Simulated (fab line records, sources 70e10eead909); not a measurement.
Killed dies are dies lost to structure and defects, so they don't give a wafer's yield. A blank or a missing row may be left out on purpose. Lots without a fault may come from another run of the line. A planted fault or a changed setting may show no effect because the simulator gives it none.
Chamber matching | flow nand_harc | NHARC_P_M0_CMP_23 on cmp-03: 4 sister chambers
The step polishes, t overpolish 20 s, target thk 117.53 nm. 4 wafers are shown with their chamber, then 7 later ones without.

WAFERS WITH THEIR CHAMBER
wafer  | chamber | motor_current_A (A)
L077.5 | 3       | 12.9
L087.1 | 0       | 11.9
L091.1 | 2       | 12.1
L091.3 | 1       | 12.5

WAFERS WITHOUT THEIR CHAMBER
wafer  | motor_current_A (A)
L091.6 | 11.3
L093.1 | 11.8
L093.3 | 12.7
L093.6 | 11.4
L095.1 | 13.6
L095.4 | 11.2
L095.5 | 13.7

WHICH CHAMBER EACH WENT THROUGH
wafer  | from the rows above               | in truth
L091.6 | can't be placed: 0 or 2 or 1 or 3 | 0
L093.1 | can't be placed: 0 or 2 or 1 or 3 | 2
L093.3 | can't be placed: 1 or 3 or 2 or 0 | 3
L093.6 | can't be placed: 0 or 2 or 1 or 3 | 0
L095.1 | can't be placed: 3 or 1 or 2 or 0 | 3
L095.4 | can't be placed: 0 or 2 or 1 or 3 | 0
L095.5 | can't be placed: 3 or 1 or 2 or 0 | 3
Placed correctly: 0 of 7. Can't be placed from these rows: 7 (the true chamber is among the candidates in 7). Placed wrongly: 0.
How it was worked out, from the rows above alone: a wafer's distance from a chamber is the root of the sum, over the readings, of the square of ((its reading less the chamber's mean) divided by the reading's scatter). The wafer belongs to the nearest chamber; if the next one is less than 2 further off, it can't be placed. A chamber's mean is the mean of its shown wafers. The scatter: with one shown wafer a chamber, the root of the mean of the squares of how far each hidden wafer lies from its nearest shown one.
